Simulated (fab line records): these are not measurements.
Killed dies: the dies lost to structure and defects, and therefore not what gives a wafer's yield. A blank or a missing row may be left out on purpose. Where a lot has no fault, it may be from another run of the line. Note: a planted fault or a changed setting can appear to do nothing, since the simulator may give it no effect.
Comparing a struck lot with a sound one	flow nandHarc	13 steps out of a route of 1159
Sound: these wafers, L101.3, L101.4, L101.5. Struck: wafer L108.3 (L108.4, L108.6, from the same lot, were not struck and are left out); the cause is given at the end.
For every step that has rows: the tool of each side, followed by ch and its chambers, followed by its first start. Under that, the readings that differ: sound wafers	struck wafers	difference of the means	sigmas: that difference in standard deviations of wafers without a fault.
alike: same words and numbers on both sides, and readings whose means sit less than 2 such deviations apart. not compared: any withheld reading, any reading some wafer has no value for, any bound like >300 that may hide the same value, and any number with overlapping values for which the record gives no deviation.
Wherever a step has rows on one side only, a row that says differs or no value, or a row with sigmas, the two part there. Non-overlapping numbers with no deviation appear without sigmas and do not part them. Lack of a reading on every wafer of one side parts them only where that side has two or more wafers.

first, 5 steps without rows for these wafers: NHARC_A_STAIRCASE_EBR_180; NHARC_A_STAIRCASE_EXPOSE_181 (exposes mask STAIR 2); NHARC_A_STAIRCASE_PEB_182 (peb time 130 s); NHARC_A_STAIRCASE_DEVELOP_183 (time 140 s); NHARC_A_STAIRCASE_HARDBAKE_185 (time 140 s).
NHARC_A_STAIRCASE_DESCUM_186: chemistry O2, time 3 s.
  sound on rieDiel-12 ch 0,1,3, day 11 03:23; struck on rieDiel-08 ch 2, day 13 02:05
reading	sound	struck	difference	sigmas
oesProductAu (a.u.)	0.975 0.985 0.990	1.020	+0.037	+3
  alike: drypumpMotorCurrentA, rfVppV, showerheadPlenumPTorr, throttleValvePct
  not compared: rfHoursCounterH
NHARC_A_STAIRCASE_TRIM_187: chemistry O2, time 211.2 s.
  sound on rieDiel-12 ch 0,1,2, day 11 03:29; struck on rieDiel-08 ch 1, day 13 02:11
  alike: drypumpMotorCurrentA, oesProductAu, rfVppV, showerheadPlenumPTorr, throttleValvePct
  not compared: rfHoursCounterH
NHARC_A_STAIRCASE_ETCH_188: etches the open film in C4F8/O2, target depth 100 nm, time 40.5 s.
  sound: rieDiel-12 ch 1,2,3; struck: rieDiel-08 ch 3
  alike: oesProductAu, rfFwdPowerW, rfVppV
  not compared: rfHoursCounterH
NHARC_A_STAIRCASE_TRIM_189: chemistry O2, time 211.2 s.
  sound: rieDiel-12 ch 0,1; struck: rieDiel-08 ch 0
reading	sound	struck	difference	sigmas
oesProductAu (a.u.)	0.985 0.988 0.978	1.012	+0.028	+3
  alike: drypumpMotorCurrentA, rfVppV, showerheadPlenumPTorr, throttleValvePct
  not compared: rfHoursCounterH
NHARC_A_STAIRCASE_ETCH_190: etches the open film in C4F8/O2, target depth 100 nm, time 40.5 s.
  sound: rieDiel-12 ch 0,1,3; struck: rieDiel-08 ch 2
  alike: oesProductAu, rfFwdPowerW, rfVppV
  not compared: rfHoursCounterH
then, 1 step without rows for these wafers: NHARC_A_STAIRCASE_TRIM_191 (chemistry O2, time 211.2 s).
NHARC_A_STAIRCASE_ETCH_192: etches the open film in C4F8/O2, target depth 100 nm, time 40.5 s.
  sound on rieDiel-12 ch 0,2,3, day 11 04:10; struck on rieDiel-08 ch 3, day 13 02:47
reading	sound	struck	difference	sigmas
oesProductAu (a.u.)	0.917 0.937 0.923	1.037	+0.111	+7
rfFwdPowerW (W)	594.5 596.5 593.4	688.9	+94.1	+38
  alike: rfVppV
  not compared: rfHoursCounterH
then, 1 step without rows for these wafers: NHARC_A_STAIRCASE_TRIM_193 (chemistry O2, time 211.2 s).

WHERE THEY PART
Last at NHARC_A_STAIRCASE_ETCH_192 as far as this record goes, first at NHARC_A_STAIRCASE_DESCUM_186.

WHY: what the simulator had put in
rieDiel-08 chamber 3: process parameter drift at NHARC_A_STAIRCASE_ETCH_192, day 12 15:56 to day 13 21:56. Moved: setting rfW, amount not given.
